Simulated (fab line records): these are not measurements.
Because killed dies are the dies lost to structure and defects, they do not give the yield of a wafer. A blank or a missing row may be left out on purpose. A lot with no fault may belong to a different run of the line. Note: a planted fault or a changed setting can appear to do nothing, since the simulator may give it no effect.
2 desks looking at one fault || flow n5Finfet || each desk has only its own numbers; what lay behind them comes last

== FROM THE METROLOGY DESK ==
Lot by lot, what the gauges showed, no matter which tool ran the lot: averages of those sampled wafers that carry a number. Any lot whose mean is over 4 standard deviations away from the usual mean is out of limits and marked OUT; that distance is given in the brackets.
Columns: A = cdNm at N5_BEOL_M8_CD_MEAS_35, usual 40.1 nm
{"lot": "L355", "first seen here": "day 9 17:32", "A": 40.0}
{"lot": "L357", "first seen here": "day 11 05:08", "A": 39.9}
{"lot": "L358", "first seen here": "day 11 10:28", "A": 41.0}
{"lot": "L359", "first seen here": "day 12 02:25", "A": 39.5}
{"lot": "L363", "first seen here": "day 12 12:13", "A": 40.0}
{"lot": "L375", "first seen here": "day 15 13:10", "A": 40.2}
{"lot": "L374", "first seen here": "day 15 20:55", "A": 40.1}
{"lot": "L371", "first seen here": "day 15 23:03", "A": 39.8}
{"lot": "L376", "first seen here": "day 15 23:29", "A": 39.5}
{"lot": "L377", "first seen here": "day 16 07:56", "A": 39.7}
{"lot": "L378", "first seen here": "day 16 17:47", "A": 40.4}
This desk's finding: nothing out of limits on any of the 11 lots.

== AT THE TOOL OWNER'S DESK: cmp-02 ==
The tool's own readings at N5_BEOL_M8_CMP_52 (polishes, stops on SiCOH lowk, t overpolish 6.9 s, target thk 80 nm): means of the sampled wafers that have a number, for each lot that ran on this tool. Any lot whose mean is over 4 standard deviations away from the usual mean is out of limits and marked OUT; that distance is given in the brackets.
Columns: A = barrierFieldEndpointS at N5_BEOL_M8_CMP_52, usual 28.6 s; B = motorCurrentA at N5_BEOL_M8_CMP_52, usual 5.9 A; C = overpolishRunS at N5_BEOL_M8_CMP_52, usual 6.900 s; D = retainingRingPressureFrac at N5_BEOL_M8_CMP_52, usual 1.000; E = timeToEndpointS at N5_BEOL_M8_CMP_52, usual 61 s
{"lot": "L358", "first seen here": "day 11 13:53", "A": 28.5, "B": 6.3, "C": 6.905, "D": 1.000, "E": 58}
{"lot": "L359", "first seen here": "day 12 04:52", "A": 28.5, "B": 6.6, "C": 6.899, "D": 1.002, "E": 60}
{"lot": "L363", "first seen here": "day 12 14:16", "A": "16.1 (-17) OUT", "B": 7.0, "C": 6.903, "D": 0.996, "E": "36 (-7.7) OUT"}
This desk's verdict: out of limits on L363, starting with L363 at day 12 14:16 (barrierFieldEndpointS at N5_BEOL_M8_CMP_52). In limits: L358, L359.

== PUT TOGETHER ==
The tool owner's desk could have raised an alarm at day 12 14:16, on L363.
The metrology desk saw nothing out of limits.
The metrology desk holds a record of L363, inside its limits.
Of the lots named, all ran N5_BEOL_M8_CMP_52 on cmp-02.

== WHAT WAS PUT IN BY THE SIMULATOR ==
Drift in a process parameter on cmp-02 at N5_BEOL_M8_CMP_52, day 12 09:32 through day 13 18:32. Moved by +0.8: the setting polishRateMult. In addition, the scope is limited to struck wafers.
Lots struck among those shown: L363.
Hours from the fault's start to each desk's first reading out of limits: the tool owner's desk, 5.
